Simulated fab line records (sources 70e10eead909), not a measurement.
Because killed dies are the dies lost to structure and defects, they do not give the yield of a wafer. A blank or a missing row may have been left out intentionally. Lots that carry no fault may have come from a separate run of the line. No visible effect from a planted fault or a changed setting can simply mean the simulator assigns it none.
Comparing a struck lot with a sound one :: flow nand_harc :: 39 out of 1159 route steps
Sound: these wafers, L732.3, L732.4, L732.5. Wafers L717.2, L717.3, L717.4 were the ones struck. The cause comes at the end.
For every step that has rows: the tool of each side, followed by ch and its chambers, followed by its first start. Under that, the readings that differ: sound wafers :: struck wafers :: difference of the means :: sigmas: that difference in standard deviations of wafers without a fault.
alike: words and numbers the same on both sides, and readings whose means are apart by under 2 such deviations; not compared: readings that were withheld, readings missing a value for some wafer, numbers with overlapping values and no deviation given by the record, and bounds like >300 which may hide the same value.
The two part at a step that has a row with sigmas, a row that says differs or no value, or rows on one side only. Non-overlapping numbers with no deviation appear without sigmas and do not part them. A reading missing from all wafers of one side parts the sides only when that side holds two or more wafers.

first, 1 step without rows for these wafers: NHARC_THIN_TSV_ETCH_44 (etches the open film in CF4/O2, target depth 1594.2 nm, time 797.1 s).
NHARC_THIN_TSV_ETCH_15: target depth 3000 nm, bosch target overetch cycles 2, bosch etch step 2.8 s.
  sound on rie_si-05 ch 0,1,3, day 24 10:30; struck on rie_si-06 ch 0,2,3, day 20 03:22
  alike: drypump_motor_current_A
  not compared: rf_hours_counter_h
NHARC_THIN_TSV_CD_MEAS_16:
  struck on cd_sem-01, day 20 03:30; sound on cd_sem-03, day 24 10:38
  alike: cd_nm
then, 4 steps without rows for these wafers: NHARC_THIN_TSV_STRIP_45 (strips in O2); NHARC_THIN_TSV_STRIP_46 (strips in post etch residue remover, time 1200 s); NHARC_THIN_TSV_DEP_47 (deposits SiO2, target thk 200 nm); NHARC_THIN_TSV_ETCHBACK_48 (etches the open film in C4F8/Ar, target depth 1028.5 nm, time 405.17 s).
NHARC_THIN_TSV_STRIP_62: strips in N2/H2, time 20 s.
  sound on plasma_asher-02 ch 0,1, day 24 12:29; struck on plasma_asher-02 ch 0,1, day 20 05:16
  alike: drypump_motor_current_A, heater_power_w, temp_c
  not compared: rf_hours_counter_h
then, 4 steps without rows for these wafers: NHARC_THIN_TSV_DEGAS_49 (time 120 s); NHARC_THIN_TSV_PRE_CLEAN_50 (time 30 s); NHARC_THIN_TSV_PVD_19 (deposits TaN, target thk 20 nm); NHARC_THIN_TSV_PVD_51 (deposits Cu, target thk 100 nm).
NHARC_THIN_TSV_ECD_20: material Cu, target thk 2000 nm.
  sound on ecd_cu-02 ch 0,1, day 24 13:16; struck on ecd_cu-02 ch 0,1, day 20 05:52
NHARC_THIN_TSV_ANNEAL_52: time 90 s.
  sound on rtp_anneal-02 ch 0, day 24 13:54; struck on rtp_anneal-01 ch 0, day 20 06:44
reading: wafer_temp_C_max
sound: 225.7 225.9 226.1
struck: 227.5 226.5 227.0
difference: +1.1
sigmas: +3
then, 14 steps without rows for these wafers: NHARC_THIN_TSV_CMP_21 (polishes, t overpolish 30 s, target thk 2000 nm); NHARC_THIN_TSV_SRD_23; NHARC_THIN_TSV_DEGAS_53 (time 60 s); NHARC_THIN_TSV_PRE_CLEAN_54 (time 30 s); NHARC_THIN_TSV_PVD_55 (deposits TiN, target thk 50 nm); NHARC_THIN_TSV_PVD_24 (deposits Al, target thk 800 nm); NHARC_THIN_TSV_DEHYDRATE_25 (time 120 s); NHARC_THIN_TSV_HMDS_26 (time 30 s); NHARC_THIN_TSV_COAT_27; NHARC_THIN_TSV_SOFTBAKE_28 (time 95 s); NHARC_THIN_TSV_EBR_29; NHARC_THIN_TSV_EXPOSE_30 (exposes mask PAD); NHARC_THIN_TSV_PEB_31 (peb time 85 s); NHARC_THIN_TSV_DEVELOP_32 (time 70 s).
NHARC_THIN_TSV_CD_MEAS_33: target cd 5000 nm.
  sound on cd_sem-02 ch 0, day 24 15:46; struck on cd_sem-03 ch 0, day 20 08:38
  alike: cd_nm
then, 2 steps without rows for these wafers: NHARC_THIN_TSV_HARDBAKE_34 (time 80 s); NHARC_THIN_TSV_DESCUM_35 (chemistry O2, time 3 s).
NHARC_THIN_TSV_ETCH_59: etches the open film in Cl2/BCl3, target depth 880 nm, time 138.1 s.
  sound on rie_metal-03 ch 0,1, day 24 16:08; struck on rie_metal-03 ch 0,1, day 20 08:55
  alike: chamber_pressure_mTorr, drypump_motor_current_A, oes_product_au, throttle_valve_pct
  not compared: rf_hours_counter_h
NHARC_THIN_TSV_ETCH_36: etches the open film in Cl2/BCl3, target depth 65 nm, time 18.571 s.
  sound on rie_metal-03 ch 0,1, day 24 16:19; struck on rie_metal-03 ch 0,1, day 20 09:11
  alike: chamber_pressure_mTorr, drypump_motor_current_A, oes_product_au
  not compared: rf_hours_counter_h
then, 2 steps without rows for these wafers: NHARC_THIN_TSV_STRIP_56 (strips in O2); NHARC_THIN_TSV_STRIP_57 (strips in post etch residue remover, time 1200 s).
NHARC_THIN_TSV_CD_MEAS_37:
  struck on cd_sem-03, day 20 10:04; sound on cd_sem-01, day 24 17:13
  alike: cd_nm
then, 1 step without rows for these wafers: NHARC_THIN_TSV_ANNEAL_58 (time 1800 s).
NHARC_END_WLT_00:
  struck on prober-02, day 21 09:46; sound on prober-01, day 25 06:31
reading: VT_DECK1_MEDIAN_NEAR_BOTTOM_INNER
sound: 0.886 0.874 0.879
struck: 0.860 0.866 0.868
difference: -0.015
sigmas: -2
  alike: VT_DECK1_BOTTOM, VT_DECK1_BOTTOM_INNER, VT_DECK1_MEDIAN_NEAR_BOTTOM, VT_DECK1_MIDDLE, VT_DECK1_MIDDLE_INNER, VT_DECK1_TOP, VT_DECK1_TOP_INNER
NHARC_END_SORT_01:
  sound on prober-01 ch 0, day 25 10:09; struck on prober-02 ch 0, day 21 13:05
reading: defect_limited_yield (%)
sound: 95.3 96.2 95.0
struck: 35.5 33.1 31.6
difference: -62.1
sigmas: -34

reading: killed_at_other
sound: 0 1 2
struck: 422 435 448
difference: +434
sigmas: +99 or more

reading: killed_dies
sound: 32 26 34
struck: 437 453 463
difference: +420
sigmas: +35

reading: sort_bin_2_pct (%)
sound: 1.9 0.6 1.5
struck: 24.2 24.7 23.3
difference: +22.7
sigmas: +35

reading: sort_bin_3_pct (%)
sound: 0.30 0.89 0.15
struck: 5.47 5.17 5.76
difference: +5.02
sigmas: +24

reading: sort_bin_4_pct (%)
sound: 2.5 2.4 3.4
struck: 34.9 37.1 39.3
difference: +34.3
sigmas: +29

reading: sort_n_pass
sound: 645 651 643
struck: 240 224 214
difference: -420
sigmas: -35

reading: sort_rim_yield_pct (%)
sound: 98.1 100.0 99.1
struck: 45.3 30.2 34.9
difference: -62.3
sigmas: -33

reading: sort_yield_pct (%)
sound: 95.3 96.2 95.0
struck: 35.5 33.1 31.6
difference: -62.1
sigmas: -34
  alike: killed_at_array, killed_at_periphery, killed_open, killed_short

WHERE THEY PART
At NHARC_THIN_TSV_ANNEAL_52 first; at NHARC_END_SORT_01 last (within this record only).

WHY: what the simulator had put in
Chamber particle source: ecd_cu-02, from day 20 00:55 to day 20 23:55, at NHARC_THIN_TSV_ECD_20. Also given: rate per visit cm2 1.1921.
